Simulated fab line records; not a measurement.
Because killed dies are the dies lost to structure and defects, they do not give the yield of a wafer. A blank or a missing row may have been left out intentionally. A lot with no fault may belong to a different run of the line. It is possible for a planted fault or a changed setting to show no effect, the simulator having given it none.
Matching of chambers :: flow nand harc :: rie diel-01 running NHARC_P_GATE_DESCUM_61: 4 sister chambers
The step chemistry O2, time 3 s. 20 wafers are shown with their chamber, then 10 later ones without.

EACH WAFER AND ITS CHAMBER
wafer: L075.1
chamber: 2
showerhead plenum p Torr (Torr): 1.87
drypump motor current A (A): 5.8
oes product au (a.u.): 0.991

wafer: L075.5
chamber: 3
showerhead plenum p Torr (Torr): 1.80
drypump motor current A (A): 5.9
oes product au (a.u.): 1.048

wafer: L075.6
chamber: 0
showerhead plenum p Torr (Torr): 2.02
drypump motor current A (A): 6.2
oes product au (a.u.): 0.997

wafer: L077.2
chamber: 3
showerhead plenum p Torr (Torr): 1.80
drypump motor current A (A): 5.9
oes product au (a.u.): 1.037

wafer: L077.4
chamber: 1
showerhead plenum p Torr (Torr): 2.06
drypump motor current A (A): 5.2
oes product au (a.u.): 1.004

wafer: L077.6
chamber: 3
showerhead plenum p Torr (Torr): 1.80
drypump motor current A (A): 5.9
oes product au (a.u.): 1.033

wafer: L078.2
chamber: 2
showerhead plenum p Torr (Torr): 1.87
drypump motor current A (A): 5.9
oes product au (a.u.): 0.983

wafer: L078.4
chamber: 0
showerhead plenum p Torr (Torr): 2.02
drypump motor current A (A): 6.2
oes product au (a.u.): 1.013

wafer: L078.6
chamber: 3
showerhead plenum p Torr (Torr): 1.80
drypump motor current A (A): 5.9
oes product au (a.u.): 1.038

wafer: L080.2
chamber: 1
showerhead plenum p Torr (Torr): 2.05
drypump motor current A (A): 5.3
oes product au (a.u.): 0.998

wafer: L080.3
chamber: 3
showerhead plenum p Torr (Torr): 1.80
drypump motor current A (A): 5.9
oes product au (a.u.): 1.026

wafer: L080.5
chamber: 0
showerhead plenum p Torr (Torr): 2.02
drypump motor current A (A): 6.2
oes product au (a.u.): 1.010

wafer: L086.1
chamber: 0
showerhead plenum p Torr (Torr): 2.02
drypump motor current A (A): 6.2
oes product au (a.u.): 0.992

wafer: L086.5
chamber: 2
showerhead plenum p Torr (Torr): 1.86
drypump motor current A (A): 5.9
oes product au (a.u.): 0.995

wafer: L086.6
chamber: 3
showerhead plenum p Torr (Torr): 1.80
drypump motor current A (A): 5.9
oes product au (a.u.): 1.034

wafer: L088.3
chamber: 1
showerhead plenum p Torr (Torr): 2.05
drypump motor current A (A): 5.3
oes product au (a.u.): 1.013

wafer: L088.4
chamber: 3
showerhead plenum p Torr (Torr): 1.80
drypump motor current A (A): 5.9
oes product au (a.u.): 1.013

wafer: L088.6
chamber: 2
showerhead plenum p Torr (Torr): 1.86
drypump motor current A (A): 5.9
oes product au (a.u.): 0.994

wafer: L089.1
chamber: 1
showerhead plenum p Torr (Torr): 2.05
drypump motor current A (A): 5.2
oes product au (a.u.): 1.004

wafer: L089.2
chamber: 0
showerhead plenum p Torr (Torr): 2.02
drypump motor current A (A): 6.2
oes product au (a.u.): 0.995

SIGNATURES (averages over the wafers above)
reading: showerhead plenum p Torr
chamber 0: 2.0200
chamber 1: 2.0525
chamber 2: 1.8650
chamber 3: 1.8000
scatter within a chamber: 0.00331

reading: drypump motor current A
chamber 0: 6.200
chamber 1: 5.250
chamber 2: 5.875
chamber 3: 5.900
scatter within a chamber: 0.0331

reading: oes product au
chamber 0: 1.00140
chamber 1: 1.00475
chamber 2: 0.99075
chamber 3: 1.03271
scatter within a chamber: 0.00893
Rule: distance of a wafer from a chamber = root of the sum over the readings of ((wafer's reading minus chamber's mean) / reading's scatter) squared. If the next closest chamber is less than 2 further off than the closest, the wafer can't be placed; otherwise it belongs to the closest. The scatter: the root of (the sum of the squares of (reading less its chamber's mean) over the shown wafers, divided by (wafers less chambers)).

WAFERS WITHOUT THEIR CHAMBER
wafer: L089.3
showerhead plenum p Torr (Torr): 1.80
drypump motor current A (A): 5.9
oes product au (a.u.): 1.011

wafer: L093.1
showerhead plenum p Torr (Torr): 1.80
drypump motor current A (A): 5.9
oes product au (a.u.): 1.000

wafer: L093.3
showerhead plenum p Torr (Torr): 2.02
drypump motor current A (A): 6.2
oes product au (a.u.): 1.008

wafer: L093.5
showerhead plenum p Torr (Torr): 2.02
drypump motor current A (A): 6.2
oes product au (a.u.): 1.011

wafer: L094.3
showerhead plenum p Torr (Torr): 2.05
drypump motor current A (A): 5.2
oes product au (a.u.): 1.012

wafer: L094.4
showerhead plenum p Torr (Torr): 2.02
drypump motor current A (A): 6.2
oes product au (a.u.): 1.012

wafer: L094.5
showerhead plenum p Torr (Torr): 2.05
drypump motor current A (A): 5.2
oes product au (a.u.): 1.011

wafer: L096.1
showerhead plenum p Torr (Torr): 1.86
drypump motor current A (A): 5.9
oes product au (a.u.): 0.993

wafer: L096.2
showerhead plenum p Torr (Torr): 2.05
drypump motor current A (A): 5.3
oes product au (a.u.): 1.017

wafer: L096.4
showerhead plenum p Torr (Torr): 1.80
drypump motor current A (A): 5.9
oes product au (a.u.): 1.019

EACH ONE'S CHAMBER
wafer: L089.3
from the rows above: 3
in truth: 3

wafer: L093.1
from the rows above: 3
in truth: 3

wafer: L093.3
from the rows above: 0
in truth: 0

wafer: L093.5
from the rows above: 0
in truth: 0

wafer: L094.3
from the rows above: 1
in truth: 1

wafer: L094.4
from the rows above: 0
in truth: 0

wafer: L094.5
from the rows above: 1
in truth: 1

wafer: L096.1
from the rows above: 2
in truth: 2

wafer: L096.2
from the rows above: 1
in truth: 1

wafer: L096.4
from the rows above: 3
in truth: 3
10 of 10 placed correctly. Number that these rows cannot place: 0. Wrongly placed: 0.
